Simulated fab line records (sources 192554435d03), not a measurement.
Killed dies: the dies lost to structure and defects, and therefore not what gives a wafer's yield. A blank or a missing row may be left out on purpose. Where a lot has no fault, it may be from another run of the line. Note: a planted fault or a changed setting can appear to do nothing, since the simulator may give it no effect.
Chamber matching ; flow n5_finfet ; 4 sister chambers for N5_GATE_CUT_CMP_43 on cmp-02
The step polishes SiO2. 8 wafers are shown with their chamber, then 10 later ones without.

== EACH WAFER AND ITS CHAMBER ==
wafer;chamber;motor_current_A (A);edge_zone_pressure_frac
L082.5;0;13.2;1.000
L084.2;1;12.3;1.008
L084.4;3;11.5;0.999
L086.1;2;11.3;0.999
L086.4;0;13.6;1.006
L086.6;3;11.5;0.996
L088.2;1;11.9;1.001
L088.5;2;11.9;0.990

== WAFERS WITHOUT THEIR CHAMBER ==
wafer;motor_current_A (A);edge_zone_pressure_frac
L088.6;11.5;1.000
L092.1;12.1;1.003
L092.2;11.5;1.003
L092.6;13.2;1.005
L095.1;12.4;1.005
L095.2;11.3;0.999
L095.4;12.6;0.996
L097.1;13.4;1.001
L097.3;11.2;1.001
L097.5;13.8;1.004

== CHAMBER TAKEN BY EACH ==
wafer;from the rows above;in truth
L088.6;can't be placed: 3 or 2 or 1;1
L092.1;1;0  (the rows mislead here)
L092.2;can't be placed: 3 or 2 or 1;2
L092.6;0;0
L095.1;1;1
L095.2;can't be placed: 3 or 2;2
L095.4;can't be placed: 1 or 0 or 2 or 3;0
L097.1;0;0
L097.3;can't be placed: 3 or 2 or 1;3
L097.5;0;0
Correct placement for 4 of the 10. From these rows, 5 cannot be placed; in 5 the true chamber is one of the candidates. Placed wrongly: 1.
How it was worked out, from the rows above alone: a wafer's distance from a chamber is the root of the sum, over the readings, of the square of ((its reading less the chamber's mean) divided by the reading's scatter). The wafer belongs to the nearest chamber; if the next one is less than 2 further off, it can't be placed. For every chamber, the mean is computed from those of its wafers that are shown. How the scatter is found: for the shown wafers, subtract from each reading the mean of its chamber, square and add these, divide the total by (wafers less chambers), then take the root.
